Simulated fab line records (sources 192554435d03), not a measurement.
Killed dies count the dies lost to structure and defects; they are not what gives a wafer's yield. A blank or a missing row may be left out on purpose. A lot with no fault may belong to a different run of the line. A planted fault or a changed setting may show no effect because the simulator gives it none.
Lot-split experiment | flow n5_finfet | on a route of 1938 steps: 7 lots, 21 wafers read

THE SPLIT ITSELF
At N5_BEOL_M7_ETCH_41 (etches SiCN in CH3F/O2, target depth 31.9 nm, time 57.8 s), the setting source_w was moved away from the recipe's 395 W on 7 of the 21 wafers read, by -17.9% to +17.2%. This setting was run at the recipe's value on the other wafers.

The split's own step is where the reading is taken.

THE READING
rf_vpp_V, in V, at N5_BEOL_M7_ETCH_41 (etches SiCN in CH3F/O2, target depth 31.9 nm, time 57.8 s). On this fab line, fault-free wafers typically give 297.1 V with a standard deviation of 1.9 V.

wafer  | tool, chamber at the split | source_w as run, W | against the recipe | rf_vpp_V, V | against lot-mates on the recipe
L075.1 | rie_diel-06, 0             | 415.9              | +5.3%              | 294.1       | -4.6
L075.3 | rie_diel-06, 2             | 395                | recipe             | 296.4       | -
L075.4 | rie_diel-06, 3             | 395                | recipe             | 301.1       | -
L077.2 | rie_diel-06, 2             | 395                | recipe             | 296.2       | -
L077.3 | rie_diel-06, 3             | 395                | recipe             | 299.3       | -
L077.4 | rie_diel-06, 0             | 395                | recipe             | 298.9       | -
L078.2 | rie_diel-06, 1             | 395                | recipe             | 293.2       | -
L078.4 | rie_diel-06, 0             | 395                | recipe             | 298.8       | -
L078.5 | rie_diel-06, 0             | 395                | recipe             | 298.9       | -
L081.3 | rie_diel-06, 2             | 361.5              | -8.5%              | 305.3       | +6.2
L081.4 | rie_diel-06, 3             | 361.5              | -8.5%              | 307.4       | +8.3
L081.6 | rie_diel-06, 3             | 395                | recipe             | 299.1       | -
L079.3 | rie_diel-05, 0             | 395                | recipe             | 298.2       | -
L079.4 | rie_diel-05, 3             | 395                | recipe             | 298.0       | -
L079.6 | rie_diel-05, 1             | 415.9              | +5.3%              | 291.7       | -6.4
L082.2 | rie_diel-01, 0             | 395                | recipe             | 295.7       | -
L082.4 | rie_diel-01, 1             | 395                | recipe             | 297.6       | -
L082.5 | rie_diel-01, 2             | 462.9              | +17.2%             | 282.6       | -14.0
L088.3 | rie_diel-05, 3             | 324.3              | -17.9%             | 315.0       | +16.9
L088.5 | rie_diel-05, 3             | 324.3              | -17.9%             | 315.6       | +17.5
L088.6 | rie_diel-05, 2             | 395                | recipe             | 298.1       | -

THE FIT
A straight line over all 21 wafers: rf_vpp_V changes by -0.951 V for each +1% of source_w; r = -0.97; the points scatter about the line by 1.7 V.
The same after taking each lot's own level away (the mean of its wafers on the recipe; 21 wafers): -0.913 V for each +1%; r = -0.97; scatter 1.6 V.
The reading moves by 16 V for the largest change in source_w, on that fit.
The span of the lots' own levels, 296.65 to 299.10 V, comes to 1.3 times the standard deviation stated above.
So the lot-to-lot level changes the slope little: the two slopes agree.
Check: +16.2 V against its lot-mates is what the line predicts for one of the wafers moved furthest among these (-17.9%) when that wafer is left out of the fit. It came out at +16.9 V against them.
Tool readings at the split's step, against how far the setting was moved: rf_vpp_V r = -0.97.

FURTHER SPLITS ON THESE WAFERS
These wafers also went through other splits before the reading. Each is held against what the fit with the lots' levels taken away leaves over:
other split on the same wafers   | wafers away from the commonest value | r with rf_vpp_V (lot level and that fit taken away)
N5_BEOL_M7_TRENCH_ETCH_37 time_s | 11                                   | -0.29

THE FILE'S OWN FIT
rf_vpp_V changes by -0.898 V for each +1% of source_w, r = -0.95.
